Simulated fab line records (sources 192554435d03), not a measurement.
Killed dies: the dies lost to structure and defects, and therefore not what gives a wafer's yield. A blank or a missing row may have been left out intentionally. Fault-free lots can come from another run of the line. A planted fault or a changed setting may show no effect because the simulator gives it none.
Split-lot trial | flow n5_finfet | 21 wafers read across 7 lots, on a route 1938 steps long

== THE SPLIT ==
At N5_ZERO_LAYER_EXPOSE_08 (exposes mask ZERO, defocus 0 nm, target cd 2000 nm), the setting dose_mj was moved away from the recipe's 16.2 on 5 of the 21 wafers read, by -6.2% to +5.8%. The other wafers ran this setting at the recipe's value.

== FROM THE SPLIT TO THE READING: what the file shows between them, 3 steps ==
- N5_ZERO_LAYER_PEB_09
- N5_ZERO_LAYER_DEVELOP_10: develop time 60 s
- N5_ZERO_LAYER_HARDBAKE_23: time 120 s

== THE READING ==
cd_nm (nm) at N5_ZERO_LAYER_CD_MEAS_11, where the cd target is 2000 nm. Fault-free wafers of this fab line usually give 1999.5 nm, standard deviation 2 nm.

wafer  | tool, chamber at the split | dose_mj as run | against the recipe | cd_nm, nm | against lot-mates on the recipe
L074.1 | krf_scanner-01, 0          | 16.2           | recipe             | 2001.9    | -
L074.2 | krf_scanner-01, 0          | 16.2           | recipe             | 1997.9    | -
L074.3 | krf_scanner-01, 0          | 16.2           | recipe             | 2002.8    | -
L077.3 | krf_scanner-01, 0          | 16.2           | recipe             | 2002.2    | -
L077.4 | krf_scanner-01, 0          | 16.2           | recipe             | 1999.8    | -
L077.5 | krf_scanner-01, 0          | 16.2           | recipe             | 2000.6    | -
L078.1 | krf_scanner-02, 0          | 16.52          | +2.0%              | 2004.4    | +5.2
L078.3 | krf_scanner-02, 0          | 16.2           | recipe             | 2000.1    | -
L078.5 | krf_scanner-02, 0          | 16.2           | recipe             | 1998.3    | -
L080.1 | krf_scanner-01, 0          | 15.2           | -6.2%              | 1985.3    | -12.2
L080.2 | krf_scanner-01, 0          | 16.2           | recipe             | 1997.2    | -
L080.3 | krf_scanner-01, 0          | 16.2           | recipe             | 1997.8    | -
L084.4 | krf_scanner-01, 0          | 17.14          | +5.8%              | 2011.5    | +10.4
L084.5 | krf_scanner-01, 0          | 17.14          | +5.8%              | 2009.6    | +8.5
L084.6 | krf_scanner-01, 0          | 16.2           | recipe             | 2001.1    | -
L088.1 | krf_scanner-02, 0          | 16.2           | recipe             | 1996.1    | -
L088.2 | krf_scanner-02, 0          | 16.2           | recipe             | 1999.6    | -
L088.5 | krf_scanner-02, 0          | 16.95          | +4.6%              | 2008.8    | +11.0
L096.2 | krf_scanner-02, 0          | 16.2           | recipe             | 1999.4    | -
L096.3 | krf_scanner-02, 0          | 16.2           | recipe             | 1996.6    | -
L096.6 | krf_scanner-02, 0          | 16.2           | recipe             | 2001.7    | -

FIT RESULTS
A straight line over all 21 wafers: cd_nm changes by +2.06 nm for each +1% of dose_mj; r = +0.94; the points scatter about the line by 1.9 nm.
The same after taking each lot's own level away (the mean of its wafers on the recipe; 21 wafers): +1.88 nm for each +1%; r = +0.95; scatter 1.6 nm.
The reading moves by 12 nm for the largest change in dose_mj, on that fit.
From 1997.50 to 2001.10 nm: that is the span of the lots' own levels, equal to 1.8 times the standard deviation above.
The two slopes agree, so the slope changes little with the lot-to-lot level.
Check: -11.2 nm against its lot-mates is what the line predicts for one of the wafers moved furthest among these (-6.2%) when that wafer is left out of the fit. It came out at -12.2 nm against them.

== THE WHOLE CHAIN: every reading that the file lists as answering this split, in the file's order ==
step                     | what it does                                        | reading                                                           | change (the file's fit)              | r (the file's)
N5_ZERO_LAYER_CD_MEAS_11 | target cd 2000 nm                                   | cd_nm                                                             | +1.97 nm for each +1% of the setting | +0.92
N5_ZERO_LAYER_DESCUM_16  | chemistry O2, time 7.9 s                            | ZERO_LAYER.cd_nm (the simulator's own value, which no gauge read) | +1.96 nm for each +1% of the setting | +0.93
N5_ZERO_LAYER_ETCH_17    | etches SiO2 in CF4, target depth 12 nm, time 13.3 s | ZERO_LAYER.cd_nm (the simulator's own value, which no gauge read) | +1.94 nm for each +1% of the setting | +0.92

== FILE'S OWN FIT ==
cd_nm changes by +1.97 nm for each +1% of dose_mj, r = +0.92.
